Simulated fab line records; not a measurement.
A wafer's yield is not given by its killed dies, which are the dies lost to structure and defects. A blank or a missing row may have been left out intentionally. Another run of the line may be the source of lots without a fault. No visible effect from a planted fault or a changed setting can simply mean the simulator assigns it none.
fab line records ; flow nand_harc
record: lots: 5; wafers: 15; last_day: 24
route steps=1159 shown P_GATE@170 END@1159
lots untouched by any fault: they come from a run of this same line in which no faults occurred
start_h: the number of hours between the record's first day and the start of the first shown wafer of the lot ; wait_h: hours elapsed since this lot's preceding step ; " as in the row above ; L1.1+2: a single row standing in for several wafers ; - value missing, or start not given ; * or withheld: withheld ; < > ~ a bound
route shown NAME@n: NAME is a module with steps in the file, n the number in the route of the first one ; usual: the fault-free wafers' mean and standard deviation ; same: alike in all rows ; chamber/n: place in a boat ; sites: readings site by site ; _std_site: their standard deviation ; _edge_site: mean of outer sites minus mean of inner sites ; radius_mm: how far each site lies from the wafer's centre ; mask NAME#n: copy n ; behind: the last tool/chamber to shape the wafer ; hold: reason for holding the lot/hours on hold/outcome of the hold ; device: the transistor (n, p or np) that didn't switch ; end of line: tests run on the same wafers once the route is complete ; a step without rows: its recipe alone ; killed: dies lost to structure and defects at the first sort, not the wafer's yield ; map: per-die view of a wafer (x killed, . not killed, _ where there is no die)
set.NAME: the setting the step ran with; set.NAME@STEP: the setting that earlier step ran with ; model.NAME: the simulator's own value behind a step, which no gauge read
lots seen at some steps along the route; tables by step, rows by wafer
services: a tool's chamber out of use, with start hour (start_h, from the record's first day; less than 0 if before it), hours out, and reason
== steps ==
step: NHARC_P_GATE_CD_MEAS_46
recipe: target_cd_nm: 720; landing_energy_ev: 500
usual: cd_nm: 719.5/1.9
same: landing_energy_ev: 500
lot.wafer;tool;chamber;start_h;wait_h;cd_nm
L541.1;cd_sem-02;0;133.24;-;716.0
L541.4;cd_sem-02;0;133.24;-;716.3
L541.5;cd_sem-02;0;133.24;-;720.7
L546.3;cd_sem-02;0;153.69;-;718.1
L546.4;cd_sem-02;0;153.69;-;719.9
L546.5;cd_sem-02;0;153.69;-;716.9
L547.2;cd_sem-02;0;168.60;-;717.8
L547.3;cd_sem-02;0;168.60;-;722.1
L547.6;cd_sem-02;0;168.60;-;718.9
L557.2;cd_sem-03;0;223.91;-;718.9
L557.4;cd_sem-03;0;223.91;-;718.7
L557.5;cd_sem-03;0;223.91;-;721.3
L558.1;cd_sem-03;0;232.80;-;721.6
L558.3;cd_sem-03;0;232.80;-;719.7
L558.6;cd_sem-03;0;232.80;-;722.4
step: NHARC_P_GATE_HARDBAKE_47
recipe: temp_c: 125; time_s: 80
step: NHARC_P_GATE_DESCUM_48
recipe: time_s: 3; o2_flow_sccm: 200; ar_flow_sccm: 0; bias_power_w: 0; chemistry: O2
usual: drypump_motor_current_A: 5.9/0.39; o2_flow_sccm: 199.9/0.67; oes_product_au: 0.995/0.013; rf_vpp_V: 57.7/0.91; showerhead_plenum_p_Torr: 1.91/0.11; throttle_valve_pct: 11.312/0.0089
lot.wafer;tool;chamber;start_h;wait_h;drypump_motor_current_A;o2_flow_sccm;oes_product_au;rf_hours_counter_h;rf_vpp_V;showerhead_plenum_p_Torr;throttle_valve_pct
L541.4;rie_diel-11;3;133.41;-;6.6;200.3;0.987;36;57.6;1.81;11.312
L541.1;rie_diel-11;2;133.41;-;6.1;199.4;1.025;37;57.4;1.77;11.301
L541.5;rie_diel-11;0;133.41;-;5.7;198.5;0.998;-;58.4;1.84;11.315
L546.4;rie_diel-12;1;153.85;-;5.9;199.9;1.026;46;58.0;1.78;11.307
L546.3;rie_diel-12;3;153.85;-;5.5;200.0;0.989;45;57.2;1.99;11.317
L546.5;rie_diel-12;2;153.85;-;5.3;200.0;0.998;-;56.4;1.83;11.325
L547.3;rie_diel-11;2;168.82;-;6.1;199.5;0.999;51;56.7;1.77;11.321
L547.2;rie_diel-11;3;168.82;-;6.6;200.3;0.990;51;56.3;1.81;11.300
L547.6;rie_diel-11;1;168.82;-;5.6;199.6;1.004;-;58.3;2.06;11.301
L557.4;rie_diel-12;1;224.07;-;5.9;199.9;1.001;5;58.0;2.08;11.337
L557.2;rie_diel-12;2;224.07;-;5.3;199.8;0.991;6;58.2;1.82;11.297
L557.5;rie_diel-12;2;224.07;-;5.3;200.0;0.988;-;57.6;1.82;11.312
L558.1;rie_diel-12;1;232.98;-;5.9;201.5;0.994;7;57.8;2.07;11.315
L558.3;rie_diel-12;2;232.98;-;5.3;198.7;0.985;8;57.7;1.82;11.313
L558.6;rie_diel-12;0;232.98;-;6.1;200.1;0.988;-;57.6;2.00;11.320
step: NHARC_P_GATE_IMPLANT_49
recipe: energy_kev: 30; dose_cm2: 3e+15; tilt_deg: 7
step: NHARC_P_GATE_STRIP_111
recipe: power_w: 1500; temp_c: 110; time_s: 250; chemistry: N2/H2
usual: drypump_motor_current_A: 6.2/0.33; heater_power_w: 85/10
lot.wafer;tool;chamber;start_h;wait_h;drypump_motor_current_A;heater_power_w;rf_hours_counter_h
L541.1;plasma_asher-01;1;134.01;0.4;6.5;88;7
L541.4;plasma_asher-01;1;134.01;0.4;6.5;89;-
L541.5;plasma_asher-01;1;134.01;0.4;6.5;90;-
L546.4;plasma_asher-02;0;154.31;0.2;5.7;71;-
L546.3;plasma_asher-02;1;154.31;0.2;6.1;83;-
L546.5;plasma_asher-02;1;154.31;0.2;6.1;78;-
L547.2;plasma_asher-01;0;169.23;0.2;6.5;101;18
L547.3;plasma_asher-01;1;169.23;0.2;6.5;88;-
L547.6;plasma_asher-01;0;169.23;0.2;6.4;100;-
L557.2;plasma_asher-02;1;224.44;0.2;6.1;78;11
L557.4;plasma_asher-02;0;224.44;0.2;5.7;74;-
L557.5;plasma_asher-02;1;224.44;0.2;6.1;79;-
L558.1;plasma_asher-02;1;233.33;0.2;6.1;78;14
L558.3;plasma_asher-02;0;233.33;0.2;5.7;72;-
L558.6;plasma_asher-02;0;233.33;0.2;5.7;73;-
step: NHARC_P_GATE_STRIP_75
recipe: power_w: 1500; temp_c: 250; chemistry: O2
usual: drypump_motor_current_A: 6.2/0.33; heater_power_w: 317/39
lot.wafer;tool;chamber;start_h;wait_h;drypump_motor_current_A;heater_power_w;rf_hours_counter_h
L541.1;plasma_asher-01;1;134.28;0.2;6.4;328;7
L541.4;plasma_asher-01;1;134.28;0.2;6.5;327;-
L541.5;plasma_asher-01;1;134.28;0.2;6.5;332;-
L546.4;plasma_asher-02;0;154.54;0.2;5.7;273;-
L546.3;plasma_asher-02;1;154.54;0.2;6.1;316;-
L546.5;plasma_asher-02;1;154.54;0.2;6.1;319;-
L547.2;plasma_asher-01;0;169.49;0.2;6.5;389;18
L547.3;plasma_asher-01;1;169.49;0.2;6.5;328;-
L547.6;plasma_asher-01;0;169.49;0.2;6.5;371;-
L557.2;plasma_asher-02;1;224.73;0.2;6.1;291;11
L557.4;plasma_asher-02;0;224.73;0.2;5.7;272;-
L557.5;plasma_asher-02;1;224.73;0.2;6.1;280;-
L558.1;plasma_asher-02;1;233.64;0.3;6.1;288;15
L558.3;plasma_asher-02;0;233.64;0.3;5.7;267;-
L558.6;plasma_asher-02;0;233.64;0.3;5.7;277;-
step: NHARC_P_GATE_STRIP_50
recipe: time_s: 900; temp_c: 130; chemistry: SPM
step: NHARC_P_GATE_DEHYDRATE_51
recipe: temp_c: 150; time_s: 120
step: NHARC_P_GATE_HMDS_52
recipe: time_s: 30
step: NHARC_P_GATE_COAT_53
recipe: spin_rpm: 3000
step: NHARC_P_GATE_SOFTBAKE_54
recipe: temp_c: 122; time_s: 95
step: NHARC_P_GATE_EBR_55
step: NHARC_P_GATE_EXPOSE_56
recipe: na: 0.6; target_cd_nm: 720; dose_mj: 14.81; mask_id: P_PSD
usual: focus_offset_nm: 0.0/0.48
lot.wafer;tool;chamber;start_h;wait_h;mask;focus_offset_nm
L541.1;krf_scanner-03;0;135.05;-;P_PSD#0;-0.4
L541.4;krf_scanner-03;0;135.05;-;P_PSD#0;-0.3
L541.5;krf_scanner-03;0;135.05;-;P_PSD#0;-0.2
L546.3;krf_scanner-04;0;155.35;-;P_PSD_R1#0;-0.3
L546.4;krf_scanner-04;0;155.35;-;P_PSD_R1#0;-0.8
L546.5;krf_scanner-04;0;155.35;-;P_PSD_R1#0;-1.2
L547.2;krf_scanner-02;0;170.25;-;P_PSD#0;0.7
L547.3;krf_scanner-02;0;170.25;-;P_PSD#0;-0.7
L547.6;krf_scanner-02;0;170.25;-;P_PSD#0;0.6
L557.2;krf_scanner-03;0;225.51;-;P_PSD#0;0.6
L557.4;krf_scanner-03;0;225.51;-;P_PSD#0;0.9
L557.5;krf_scanner-03;0;225.51;-;P_PSD#0;-0.3
L558.1;krf_scanner-04;0;234.28;-;P_PSD#0;0.2
L558.3;krf_scanner-04;0;234.28;-;P_PSD#0;0.0
L558.6;krf_scanner-04;0;234.28;-;P_PSD#0;0.1
step: NHARC_P_GATE_PEB_57
recipe: peb_temp_c: 118; peb_time_s: 85
step: NHARC_P_GATE_DEVELOP_58
recipe: time_s: 70
step: NHARC_P_GATE_CD_MEAS_59
recipe: target_cd_nm: 720; landing_energy_ev: 500
usual: cd_nm: 719.2/2.7
same: landing_energy_ev: 500
lot.wafer;tool;chamber;start_h;wait_h;cd_nm
L541.1;cd_sem-02;0;135.20;-;715.2
L541.4;cd_sem-02;0;135.20;-;716.3
L541.5;cd_sem-02;0;135.20;-;714.2
L546.3;cd_sem-02;0;155.50;-;744.1
L546.4;cd_sem-02;0;155.50;-;746.8
L546.5;cd_sem-02;0;155.50;-;744.7
L547.2;cd_sem-03;0;170.41;-;721.7
L547.3;cd_sem-03;0;170.41;-;723.4
L547.6;cd_sem-03;0;170.41;-;720.7
L557.2;cd_sem-02;0;225.66;-;719.7
L557.4;cd_sem-02;0;225.66;-;721.0
L557.5;cd_sem-02;0;225.66;-;720.1
L558.1;cd_sem-01;0;234.44;-;715.8
L558.3;cd_sem-01;0;234.44;-;717.7
L558.6;cd_sem-01;0;234.44;-;717.9
step: NHARC_P_GATE_HARDBAKE_60
recipe: temp_c: 125; time_s: 80
step: NHARC_END_SORT_01
recipe: temp_c: 25
usual: killed_at_array: 25/10; killed_at_other: 0.6/0.91; killed_at_periphery: 3.6/2.9; killed_dies: 29/10; killed_open: 3.3/2; killed_short: 1.9/1.5
same: gross_dies: 677
lot.wafer;tool;chamber;start_h;wait_h;killed_at_array;killed_at_other;killed_at_periphery;killed_dies;killed_open;killed_short
L546.3;prober-01;0;501.09;3.1;18;0;8;26;2;4
L546.4;prober-01;0;501.89;3.4;24;0;2;26;3;2
L546.5;prober-01;0;502.69;3.7;20;0;2;22;2;1
L557.2;prober-01;0;574.01;2.8;19;0;10;29;2;2
L557.4;prober-01;0;575.61;3.4;19;1;1;21;1;2
L557.5;prober-01;0;576.41;3.7;16;1;3;20;5;0
killed by level:class
L546.3 A_SLIT:chamber_film_flake=11 P_GATE:chamber_film_flake=3 P_CONTACT:geometric_particle:open=2 A_CHANNEL_HOLE_D1:chamber_film_flake=2 A_CONTACT:chamber_film_flake=2 P_STI:geometric_particle:short=1 P_CONTACT:geometric_particle:short=1 P_M1:geometric_particle:short=1
L546.4 A_SLIT:chamber_film_flake=14 A_CHANNEL_HOLE_D1:chamber_film_flake=4 P_CONTACT:geometric_particle:open=2 A_ONON_D1:geometric_particle:open=1 A_ONON_D1:geometric_particle:short=1 A_SGD_CUT:geometric_particle:short=1 A_ZERO_WELL:chamber_film_flake=1 A_STAIRCASE:chamber_film_flake=1
L546.5 A_SLIT:chamber_film_flake=8 A_CHANNEL_HOLE_D1:chamber_film_flake=3 A_STAIRCASE:chamber_film_flake=3 A_CONTACT:chamber_film_flake=2 P_CONTACT:geometric_particle:open=1 A_CHANNEL_FILL_D1:geometric_particle:short=1 A_WL_FILL:geometric_particle:open=1 P_GATE:chamber_film_flake=1
L557.2 A_CHANNEL_HOLE_D1:chamber_film_flake=9 P_GATE:chamber_film_flake=7 A_WL_FILL:chamber_film_flake=3 A_CONTACT:chamber_film_flake=3 A_CONTACT:geometric_particle:open=2 P_M0:chamber_film_flake=2 P_M0:geometric_particle:short=1 A_SGD_CUT:geometric_particle:short=1
L557.4 A_CHANNEL_HOLE_D1:chamber_film_flake=8 A_CONTACT:chamber_film_flake=4 A_STAIRCASE:chamber_film_flake=3 A_CHANNEL_HOLE_D1:geometric_particle:short=1 A_SGD_CUT:geometric_particle:open=1 A_M1:geometric_particle:short=1 P_GATE:chamber_film_flake=1 A_WL_FILL:chamber_film_flake=1
L557.5 A_CHANNEL_HOLE_D1:chamber_film_flake=8 P_GATE:chamber_film_flake=3 A_CONTACT:chamber_film_flake=3 A_BLC:geometric_particle:open=2 A_M0:geometric_particle:open=1 A_M1:geometric_particle:open=1 STARTING-WAFER:geometric_particle:open=1 A_WL_FILL:chamber_film_flake=1
== services ==
tool;chamber;start_h;hours;kind
plasma_asher-01;-;123.99;6.7;repair
krf_scanner-04;-;126.00;4.0;pm
rie_diel-12;0;132.48;-;clean
rie_diel-12;1;132.48;-;clean
rie_diel-12;2;132.48;-;clean
rie_diel-12;3;132.48;-;clean
rie_diel-11;-;155.07;0.5;repair
rie_diel-12;0;157.10;-;clean
rie_diel-12;1;157.10;-;clean
rie_diel-12;2;157.10;-;clean
rie_diel-12;3;157.10;-;clean
krf_scanner-03;-;168.00;4.0;pm
krf_scanner-03;-;176.91;0.6;repair
rie_diel-12;0;181.60;-;clean
rie_diel-12;1;181.60;-;clean
rie_diel-12;2;181.60;-;clean
plasma_asher-02;-;183.02;9.0;pm
plasma_asher-02;0;183.02;11.9;vent_cycle
plasma_asher-02;1;183.02;11.9;vent_cycle
plasma_asher-01;-;187.74;3.9;repair
rie_diel-11;-;189.52;9.0;pm
rie_diel-12;-;202.53;9.0;pm
krf_scanner-04;-;204.44;0.3;repair
krf_scanner-02;-;227.06;4.0;pm
== key ==
first_sign: step: NHARC_P_GATE_EXPOSE_56; reading: mask; direction: changed
effect: step: NHARC_P_GATE_CD_MEAS_59; reading: cd_nm; direction: up; sigmas: 9.6; usual: 719.2; struck: 745.2
met_at NHARC_P_GATE_EXPOSE_56
struck_wafers L546.3,L546.4,L546.5
tester_left_out L546
fault: kind: wrong_mask; tool: any; chamber: -; onset_h: 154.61; steps: NHARC_P_GATE_EXPOSE_56; aux_copy: P_PSD_R1#0; cd_offset_nm: 26.125; scope: struck_lots_only
tester_left_out: of these lots the tester's yield and bins aren't shown, on N5 and GAA mostly nor the transistor test; their killed dies are dies lost to structure and defects alone, not to doping, threshold or leakage, so they don't give the yield
